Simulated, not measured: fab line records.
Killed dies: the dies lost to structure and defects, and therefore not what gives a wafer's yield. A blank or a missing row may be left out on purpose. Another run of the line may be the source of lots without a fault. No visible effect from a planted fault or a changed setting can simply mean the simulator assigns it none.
The tool behind it: which one? :: flow n5Finfet :: 12 lots, 35 wafers sampled, at 1 step of a route of 1938

WHAT THE GAUGES READ, wafer by wafer
N5_GATE_CUT_INSPECT_15: inspects for defects (brightfield).
lot: L886
measured: day 4 12:41
on: defectInspect-01
rawDefectCount: 172 135 170

lot: L889
measured: day 5 12:25
on: defectInspect-02
rawDefectCount: 121 86

lot: L892
measured: day 6 00:10
on: defectInspect-01
rawDefectCount: 126 126 163

lot: L893
measured: day 6 06:25
on: defectInspect-02
rawDefectCount: 94 108 123

lot: L894
measured: day 6 11:33
on: defectInspect-02
rawDefectCount: 116 84 127

lot: L896
measured: day 7 02:55
on: defectInspect-02
rawDefectCount: 122 53 168

lot: L901
measured: day 8 05:00
on: defectInspect-02
rawDefectCount: 164 170 237

lot: L902
measured: day 8 13:32
on: defectInspect-01
rawDefectCount: 110 135 132

lot: L903
measured: day 8 18:32
on: defectInspect-01
rawDefectCount: 150 128 145

lot: L905
measured: day 9 04:38
on: defectInspect-01
rawDefectCount: 93 127 98

lot: L907
measured: day 9 17:22
on: defectInspect-02
rawDefectCount: 85 223 215

lot: L909
measured: day 10 08:42
on: defectInspect-01
rawDefectCount: 100 107 180

WHICH TOOL RAN EACH LOT (tool, then ch and the chambers of the sampled wafers, then the start)
There is no process step in the record ahead of these readings.

AS READ BY THE TOOLS THEMSELVES (means over the sampled wafers that have a number; for cases with no such wafer, the mark the record gives instead)
The record holds no such reading with a usual standard deviation.

THE ANSWER, worked out from the rows above alone
Rule: the usual values come from the lots themselves. Put in order of their means at a reading, lots are off if they are a third of the lots or fewer, leave a main group of 4 or more, and stand apart from it by a gap of 3 or more times the standard deviation of the main group's means; of several such gaps the widest counts. If all means in a main group match to the digits the tables above print for the reading, that group is not used. A lot without any number at a reading at which 4 lots or more have one is off too. All remaining lots with rows at the step are treated as sound. Order of review: gauges by route order, followed by the tools' own readings, for which a lot's mean as printed above is used. The first step at which some lot is off is used, and at that step the reading that is off furthest; a lot without a number counts as furthest.
No lot is off on any of the readings shown, so nothing can be concluded from this.

WHAT THE SIMULATOR HAD PUT IN
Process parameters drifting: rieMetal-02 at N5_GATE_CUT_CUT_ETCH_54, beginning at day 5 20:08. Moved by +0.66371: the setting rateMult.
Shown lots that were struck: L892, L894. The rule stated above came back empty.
